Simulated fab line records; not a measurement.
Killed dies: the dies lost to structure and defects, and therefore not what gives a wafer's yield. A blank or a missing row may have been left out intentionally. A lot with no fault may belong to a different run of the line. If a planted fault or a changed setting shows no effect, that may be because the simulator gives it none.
Matching of chambers -- flow nand-harc -- NHARC_P_CONTACT_STRIP_28 on rie-diel-04 has 4 sister chambers
The step strips in O2. 4 wafers are shown with their chamber, then 7 later ones without.

## WAFERS, EACH WITH ITS CHAMBER
wafer,chamber,showerhead-plenum-p-Torr (Torr)
L466.6,1,3.48
L469.5,3,3.75
L469.6,2,3.56
L468.5,0,3.33

## WAFERS MISSING THEIR CHAMBER
wafer,showerhead-plenum-p-Torr (Torr)
L468.6,3.75
L480.1,3.56
L480.2,3.47
L480.6,3.56
L484.1,3.56
L484.4,3.33
L484.5,3.33

## WHICH CHAMBER EACH WENT THROUGH
wafer,from the rows above,in truth
L468.6,3,3
L480.1,2,2
L480.2,1,1
L480.6,2,2
L484.1,2,2
L484.4,0,0
L484.5,0,0
Placed correctly: 7 of 7. Not placeable from these rows: 0. Wrongly placed: 0.
How it was worked out, from the rows above alone: a wafer's distance from a chamber is the root of the sum, over the readings, of the square of ((its reading less the chamber's mean) divided by the reading's scatter). The wafer belongs to the nearest chamber; if the next one is less than 2 further off, it can't be placed. A chamber's mean is the mean of its shown wafers. The scatter: with one shown wafer a chamber, the root of the mean of the squares of how far each hidden wafer lies from its nearest shown one.
